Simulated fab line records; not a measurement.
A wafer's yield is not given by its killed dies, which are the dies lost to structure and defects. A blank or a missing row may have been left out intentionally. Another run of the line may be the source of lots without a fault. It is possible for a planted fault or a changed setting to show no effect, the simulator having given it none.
Matching of chambers / flow n5Finfet / 3 sister chambers for N5_BEOL_M6_CURE_75 on uvCure-01
The step cures SiCOH lowk, time 120 s. 6 wafers are shown with their chamber, then 12 later ones without.

## WAFERS, EACH WITH ITS CHAMBER
wafer=L078.5; chamber=1; wafer_temp_C_max=372.2; lampPowerPct (%)=52.30
wafer=L078.6; chamber=1; wafer_temp_C_max=371.2; lampPowerPct (%)=52.33
wafer=L087.2; chamber=2; wafer_temp_C_max=371.5; lampPowerPct (%)=52.29
wafer=L087.4; chamber=2; wafer_temp_C_max=371.1; lampPowerPct (%)=52.33
wafer=L091.3; chamber=0; wafer_temp_C_max=371.5; lampPowerPct (%)=52.33
wafer=L091.4; chamber=0; wafer_temp_C_max=371.4; lampPowerPct (%)=52.24

## WAFERS MISSING THEIR CHAMBER
wafer=L089.2; wafer_temp_C_max=371.3; lampPowerPct (%)=52.25
wafer=L089.3; wafer_temp_C_max=371.3; lampPowerPct (%)=52.22
wafer=L089.6; wafer_temp_C_max=371.6; lampPowerPct (%)=52.23
wafer=L093.1; wafer_temp_C_max=370.8; lampPowerPct (%)=52.23
wafer=L093.5; wafer_temp_C_max=371.1; lampPowerPct (%)=52.40
wafer=L093.6; wafer_temp_C_max=371.4; lampPowerPct (%)=52.32
wafer=L096.1; wafer_temp_C_max=371.6; lampPowerPct (%)=52.33
wafer=L096.3; wafer_temp_C_max=370.9; lampPowerPct (%)=52.20
wafer=L096.5; wafer_temp_C_max=371.5; lampPowerPct (%)=52.33
wafer=L094.2; wafer_temp_C_max=371.5; lampPowerPct (%)=52.50
wafer=L094.3; wafer_temp_C_max=371.3; lampPowerPct (%)=52.30
wafer=L094.5; wafer_temp_C_max=371.2; lampPowerPct (%)=52.32

## EACH ONE'S CHAMBER
wafer=L089.2; from the rows above=can't be placed: 0 or 2 or 1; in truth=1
wafer=L089.3; from the rows above=can't be placed: 0 or 2 or 1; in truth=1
wafer=L089.6; from the rows above=can't be placed: 0 or 2 or 1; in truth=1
wafer=L093.1; from the rows above=can't be placed: 0 or 2 or 1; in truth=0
wafer=L093.5; from the rows above=can't be placed: 2 or 1 or 0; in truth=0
wafer=L093.6; from the rows above=can't be placed: 2 or 1 or 0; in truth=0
wafer=L096.1; from the rows above=can't be placed: 1 or 2 or 0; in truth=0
wafer=L096.3; from the rows above=can't be placed: 0 or 2 or 1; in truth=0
wafer=L096.5; from the rows above=can't be placed: 1 or 2 or 0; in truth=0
wafer=L094.2; from the rows above=can't be placed: 1 or 2 or 0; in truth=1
wafer=L094.3; from the rows above=can't be placed: 2 or 0 or 1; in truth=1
wafer=L094.5; from the rows above=can't be placed: 2 or 0 or 1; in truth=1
Placed correctly: 0 of 12. Not placeable from these rows: 12 (in 12, the candidates include the true chamber). Number placed wrongly: 0.
How it was worked out, from the rows above alone: a wafer's distance from a chamber is the root of the sum, over the readings, of the square of ((its reading less the chamber's mean) divided by the reading's scatter). The wafer belongs to the nearest chamber; if the next one is less than 2 further off, it can't be placed. A chamber's mean is the mean of its shown wafers. The scatter is the square root of a quotient: the sum, over the shown wafers, of each reading's squared deviation from its chamber's mean, divided by wafers minus chambers.
